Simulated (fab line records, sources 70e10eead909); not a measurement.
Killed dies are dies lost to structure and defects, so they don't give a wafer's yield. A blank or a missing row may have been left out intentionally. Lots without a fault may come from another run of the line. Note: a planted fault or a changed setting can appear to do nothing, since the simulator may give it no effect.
fab line records    flow nandHarc
record: lots: 5  wafers: 15  lastDay: 24
route steps=1159 shown P_GATE@170 END@1159
lots untouched by any fault: they come from a run of this same line in which no faults occurred
startH: hours from the record's opening day to when the first of the lot's shown wafers began    waitH: time in hours since the lot's previous step    " identical to the entry in the row above    L1.1+2: a row that stands for several wafers    - no value, or no start given    * or withheld: withheld    < > ~ a bound
route shown NAME@n: names a module that has steps shown in the file, with the first one's number in the route    usual: the fault-free wafers' mean and standard deviation    same: alike in all rows    chamber/n: place in a boat    sites: per-site readings    _std_site: their standard deviation    _edge_site: outer sites' mean less inner sites'    radiusMm: how far each site lies from the wafer's centre    mask NAME#n: copy n    behind: the most recent tool/chamber to have shaped the wafer    hold: why the lot went on hold/how many hours it stayed there/how the hold came to an end    device: whichever transistor did not switch (one of n, p or np)    end of line: at the end of the route, the tests of the same wafers    where a step has no rows: the recipe by itself    killed: the dies lost at the first sort to structure and to defects; this is not the yield of the wafer    map: a wafer's dies, marking killed ones x, the rest . and places with no die _
set.NAME: the run value of the setting; set.NAME@STEP: its run value at that earlier step    model.NAME: the simulator's own value behind a step, which no gauge read
a table for each step, a row for each wafer; lots at some steps of the route
services: a tool's chamber out of use, with start hour (startH, from the record's first day; less than 0 if before it), hours out, and reason
== steps ==
step: NHARC_P_GATE_CD_MEAS_46
recipe: targetCdNm: 720  landingEnergyEv: 500
usual: cdNm: 720.6/1.5
same: landingEnergyEv: 500
lot.wafer  tool      chamber  startH  waitH  cdNm
L284.2     cdSem-01  0        127.39  -      719.6
L284.3     "         0        "       "      720.6
L284.5     "         0        "       "      724.4
L293.1     cdSem-02  0        179.01  -      720.0
L293.2     "         0        "       "      719.8
L293.6     "         0        "       "      720.5
L296.1     cdSem-01  0        198.89  -      725.2
L296.3     "         0        "       "      724.7
L296.6     "         0        "       "      721.8
L301.1     cdSem-03  0        224.83  -      720.9
L301.3     "         0        "       "      720.1
L301.4     "         0        "       "      719.9
L302.2     cdSem-02  0        229.34  -      723.6
L302.4     "         0        "       "      722.3
L302.6     "         0        "       "      721.1
step: NHARC_P_GATE_HARDBAKE_47
recipe: tempC: 125  timeS: 80
step: NHARC_P_GATE_DESCUM_48
recipe: timeS: 3  o2FlowSccm: 200  arFlowSccm: 0  biasPowerW: 0  chemistry: O2
usual: drypumpMotorCurrentA: 5.8/0.5  oesProductAu: 0.998/0.0096  rfVppV: 57.9/0.89  showerheadPlenumPTorr: 1.95/0.075  throttleValvePct: 11.311/0.0097
lot.wafer  tool        chamber  startH  waitH  drypumpMotorCurrentA  oesProductAu  rfHoursCounterH  rfVppV  showerheadPlenumPTorr  throttleValvePct
L284.2     rieDiel-07  1        127.55  -      6.1                   1.006         11               58.9    1.99                   11.310
L284.3     "           2        "       "      6.8                   0.999         10               58.7    2.01                   11.310
L284.5     "           2        "       "      6.7                   0.997         -                58.9    2.01                   11.323
L293.1     rieDiel-07  2        179.17  -      6.8                   1.016         23               57.2    2.01                   11.296
L293.2     "           3        "       "      5.0                   0.985         18               58.0    2.05                   11.322
L293.6     "           3        "       "      5.0                   0.994         -                57.9    2.05                   11.287
L296.3     rieDiel-07  0        199.09  -      6.0                   0.997         22               59.6    1.90                   11.311
L296.1     "           1        "       "      6.1                   1.017         24               57.6    1.98                   11.329
L296.6     "           2        "       "      6.8                   1.008         -                58.5    2.01                   11.304
L301.1     rieDiel-07  2        224.99  -      6.8                   1.017         34               58.8    2.00                   11.316
L301.4     "           3        "       "      5.0                   0.982         28               57.3    2.05                   11.312
L301.3     "           0        "       "      6.0                   1.008         26               57.8    1.90                   11.308
L302.2     rieDiel-05  3        229.51  -      5.5                   1.003         21               56.4    2.00                   11.317
L302.4     "           1        "       "      5.7                   1.007         18               57.2    1.96                   11.301
L302.6     "           3        "       "      5.5                   0.994         -                57.9    2.00                   11.331
step: NHARC_P_GATE_IMPLANT_49
recipe: energyKev: 30  doseCm2: 3e+15  tiltDeg: 7
step: NHARC_P_GATE_STRIP_111
recipe: powerW: 1500  tempC: 110  timeS: 250  chemistry: N2/H2
usual: drypumpMotorCurrentA: 5.72/0.28  heaterPowerW: 89/9.1
lot.wafer  tool            chamber  startH  waitH  drypumpMotorCurrentA  heaterPowerW  rfHoursCounterH
L284.2     plasmaAsher-02  1        127.96  0.2    6.21                  83            32
L284.3     "               0        "       "      5.62                  107           -
L284.5     "               0        "       "      5.63                  108           -
L293.2     plasmaAsher-01  1        179.54  0.2    5.41                  86            25
L293.1     "               0        "       "      5.70                  84            25
L293.6     "               0        "       "      5.73                  87            -
L296.1     plasmaAsher-01  1        200.34  1.1    5.40                  83            43
L296.3     "               0        "       "      5.72                  86            -
L296.6     "               1        "       "      5.44                  84            -
L301.1     plasmaAsher-02  0        225.35  0.2    5.60                  111           11
L301.3     "               0        "       "      5.60                  106           -
L301.4     "               1        "       "      6.23                  83            -
L302.2     plasmaAsher-02  0        229.94  0.2    5.65                  105           14
L302.4     "               0        "       "      5.63                  107           -
L302.6     "               1        "       "      6.23                  83            -
step: NHARC_P_GATE_STRIP_75
recipe: powerW: 1500  tempC: 250  chemistry: O2
usual: drypumpMotorCurrentA: 5.72/0.28  heaterPowerW: 332/33
lot.wafer  tool            chamber  startH  waitH  drypumpMotorCurrentA  heaterPowerW  rfHoursCounterH
L284.2     plasmaAsher-02  1        128.23  0.2    6.20                  315           33
L284.3     "               0        "       "      5.62                  392           -
L284.5     "               0        "       "      5.63                  399           -
L293.2     plasmaAsher-01  1        179.84  0.2    5.43                  305           25
L293.1     "               0        "       "      5.72                  315           25
L293.6     "               0        "       "      5.76                  320           -
L296.1     plasmaAsher-01  1        200.61  0.2    5.42                  313           43
L296.3     "               0        "       "      5.67                  319           -
L296.6     "               1        "       "      5.42                  312           -
L301.1     plasmaAsher-02  0        225.65  0.2    5.64                  400           12
L301.3     "               0        "       "      5.66                  405           -
L301.4     "               1        "       "      6.23                  304           -
L302.2     plasmaAsher-02  0        230.20  0.2    5.67                  397           14
L302.4     "               0        "       "      5.64                  392           -
L302.6     "               1        "       "      6.20                  316           -
step: NHARC_P_GATE_STRIP_50
recipe: timeS: 900  tempC: 130  chemistry: SPM
step: NHARC_P_GATE_DEHYDRATE_51
recipe: tempC: 150  timeS: 120
step: NHARC_P_GATE_HMDS_52
recipe: timeS: 30
step: NHARC_P_GATE_COAT_53
recipe: spinRpm: 3000
step: NHARC_P_GATE_SOFTBAKE_54
recipe: tempC: 122  timeS: 95
step: NHARC_P_GATE_EBR_55
step: NHARC_P_GATE_EXPOSE_56
recipe: na: 0.6  targetCdNm: 720  doseMj: 14.81  maskId: P_PSD
lot.wafer   tool           chamber  startH  waitH  mask
L284.2+3+5  krfScanner-03  0        128.86  -      P_PSD_R1#0
L293.1+2+6  krfScanner-04  0        180.61  -      P_PSD#0
L296.1+3+6  krfScanner-04  0        201.36  -      P_PSD#0
L301.1+3+4  krfScanner-03  0        226.42  -      P_PSD#0
L302.2+4+6  krfScanner-02  0        231.00  -      P_PSD#0
step: NHARC_P_GATE_PEB_57
recipe: pebTempC: 118  pebTimeS: 85
step: NHARC_P_GATE_DEVELOP_58
recipe: timeS: 70
step: NHARC_P_GATE_CD_MEAS_59
recipe: targetCdNm: 720  landingEnergyEv: 500
usual: cdNm: 720.0/1.9
same: landingEnergyEv: 500
lot.wafer  tool      chamber  startH  waitH  cdNm
L284.2     cdSem-02  0        129.02  -      761.3
L284.3     "         0        "       "      760.3
L284.5     "         0        "       "      761.7
L293.1     cdSem-03  0        180.76  -      722.4
L293.2     "         0        "       "      721.2
L293.6     "         0        "       "      720.5
L296.1     cdSem-02  0        201.52  -      720.2
L296.3     "         0        "       "      718.4
L296.6     "         0        "       "      721.2
L301.1     cdSem-01  0        226.58  -      720.3
L301.3     "         0        "       "      714.4
L301.4     "         0        "       "      719.3
L302.2     cdSem-02  0        231.16  -      719.9
L302.4     "         0        "       "      717.8
L302.6     "         0        "       "      718.4
step: NHARC_P_GATE_HARDBAKE_60
recipe: tempC: 125  timeS: 80
step: NHARC_END_SORT_01
recipe: tempC: 25
usual: killedAtArray: 29/11  killedAtOther: 0.7/1.1  killedAtPeriphery: 3.1/2  killedDies: 33/11  killedOpen: 3.5/1.8  killedShort: 2.0/1.4
same: grossDies: 677
lot.wafer  tool       chamber  startH  waitH  killedAtArray  killedAtOther  killedAtPeriphery  killedDies  killedOpen  killedShort
L293.1     prober-02  0        518.19  2.5    31             0              1                  32          4           3
L293.2     prober-02  0        518.99  2.8    25             1              5                  31          5           3
L293.6     prober-02  0        522.21  4.0    29             0              3                  32          8           2
L296.1     prober-01  0        546.57  2.5    51             0              3                  54          3           3
L296.3     prober-01  0        548.19  3.1    50             0              5                  55          3           2
L296.6     prober-01  0        550.61  4.0    55             0              1                  56          2           2
L301.1     prober-02  0        553.80  2.5    27             3              2                  32          3           3
L301.3     prober-02  0        555.38  3.1    27             2              4                  33          5           4
L301.4     prober-02  0        556.17  3.4    17             3              2                  22          4           1
killed by level:class
L293.1 A_SLIT:chamberFilmFlake=12 A_CHANNEL_HOLE_D1:chamberFilmFlake=5 A_STAIRCASE:chamberFilmFlake=5 A_WL_FILL:geometricParticle:short=2 A_WL_FILL:chamberFilmFlake=2 A_ONON_D1:geometricParticle:short=1 A_CHANNEL_FILL_D1:geometricParticle:open=1 A_SLIT:geometricParticle:open=1
L293.2 A_SLIT:chamberFilmFlake=10 A_CHANNEL_HOLE_D1:chamberFilmFlake=6 A_STAIRCASE:chamberFilmFlake=5 A_ONON_D1:geometricParticle:open=2 P_ZERO_WELL:chamberFilmFlake=2 P_GATE:geometricParticle:open=1 P_M0:geometricParticle:open=1 P_M1:geometricParticle:open=1
L293.6 A_SLIT:chamberFilmFlake=12 A_CHANNEL_FILL_D1:geometricParticle:open=4 A_STAIRCASE:chamberFilmFlake=4 A_CHANNEL_HOLE_D1:chamberFilmFlake=3 P_M0:geometricParticle:open=2 A_WL_FILL:chamberFilmFlake=2 P_CONTACT:geometricParticle:open=1 A_ONON_D1:geometricParticle:open=1
L296.1 A_CHANNEL_HOLE_D1:chamberFilmFlake=21 A_SLIT:chamberFilmFlake=13 A_STAIRCASE:chamberFilmFlake=5 A_CONTACT:chamberFilmFlake=5 A_M0:geometricParticle:open=2 P_M0:geometricParticle:open=1 A_SGD_CUT:geometricParticle:short=1 A_WL_FILL:geometricParticle:short=1
L296.3 A_SLIT:chamberFilmFlake=19 A_CHANNEL_HOLE_D1:chamberFilmFlake=17 A_STAIRCASE:chamberFilmFlake=6 A_CONTACT:chamberFilmFlake=3 A_WL_FILL:geometricParticle:short=2 A_CONTACT:geometricParticle:open=2 P_GATE:chamberFilmFlake=2 P_M0:geometricParticle:open=1
L296.6 A_CHANNEL_HOLE_D1:chamberFilmFlake=20 A_SLIT:chamberFilmFlake=18 A_STAIRCASE:chamberFilmFlake=13 P_M0:geometricParticle:open=1 A_CHANNEL_FILL_D1:geometricParticle:open=1 A_CONTACT:geometricParticle:short=1 A_M0:geometricParticle:short=1 A_BLC:chamberFilmFlake=1
L301.1 A_CHANNEL_HOLE_D1:chamberFilmFlake=11 A_CONTACT:chamberFilmFlake=4 A_STAIRCASE:chamberFilmFlake=3 THIN_TSV:chamberFilmFlake=3 A_CONTACT:geometricParticle:open=2 A_SOURCE_PLATE:geometricParticle:short=1 A_ONON_D1:geometricParticle:short=1 A_CHANNEL_FILL_D1:geometricParticle:open=1
L301.3 A_CONTACT:chamberFilmFlake=9 A_STAIRCASE:chamberFilmFlake=6 A_CHANNEL_HOLE_D1:chamberFilmFlake=5 A_ONON_D1:geometricParticle:open=2 THIN_TSV:chamberFilmFlake=2 P_CONTACT:geometricParticle:short=1 P_M0:geometricParticle:short=1 P_M2:geometricParticle:open=1
L301.4 A_STAIRCASE:chamberFilmFlake=9 THIN_TSV:chamberFilmFlake=3 A_CHANNEL_HOLE_D1:chamberFilmFlake=2 A_CONTACT:chamberFilmFlake=2 P_CONTACT:geometricParticle:short=1 P_M0:geometricParticle:open=1 A_ONON_D1:geometricParticle:open=1 A_CHANNEL_FILL_D1:geometricParticle:open=1
== services ==
tool            chamber  startH  hours  kind
plasmaAsher-01  0        108.46  -      clean
plasmaAsher-01  1        108.46  -      clean
rieDiel-07      0        109.59  -      clean
rieDiel-05      3        125.60  10.1   repair
krfScanner-04   -        126.00  4.0    pm
rieDiel-05      -        163.70  9.0    pm
rieDiel-07      1        164.41  13.7   repair
krfScanner-03   -        168.00  4.0    pm
rieDiel-07      3        168.86  7.2    repair
krfScanner-04   -        181.23  1.8    repair
rieDiel-07      0        182.79  13.6   repair
plasmaAsher-02  -        183.00  9.0    pm
plasmaAsher-02  0        183.00  9.0    ventCycle
plasmaAsher-02  1        183.00  9.0    ventCycle
plasmaAsher-02  0        192.00  -      clean
plasmaAsher-02  1        192.00  -      clean
plasmaAsher-02  -        196.08  6.0    repair
krfScanner-04   -        207.07  0.4    repair
krfScanner-02   -        210.00  4.0    pm
krfScanner-04   -        211.27  0.3    repair
rieDiel-05      1        223.34  2.1    repair
krfScanner-03   -        226.73  5.0    repair
plasmaAsher-01  -        227.17  6.5    repair
rieDiel-07      -        228.52  9.0    pm
== key ==
firstSign: step: NHARC_P_GATE_EXPOSE_56  reading: mask  direction: changed
effect: step: NHARC_P_GATE_CD_MEAS_59  reading: cdNm  direction: up  sigmas: 22  usual: 720.0  struck: 761.1
metAt NHARC_P_GATE_EXPOSE_56
struckWafers L284.2,L284.3,L284.5
testerLeftOut L284
fault: kind: wrongMask  tool: any  chamber: -  onsetH: 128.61  steps: NHARC_P_GATE_EXPOSE_56  auxCopy: P_PSD_R1#0  cdOffsetNm: 40.336  scope: struckLotsOnly
testerLeftOut: of these lots the tester's yield and bins aren't shown, on N5 and GAA mostly nor the transistor test; their killed dies are dies lost to structure and defects alone, not to doping, threshold or leakage, so they don't give the yield
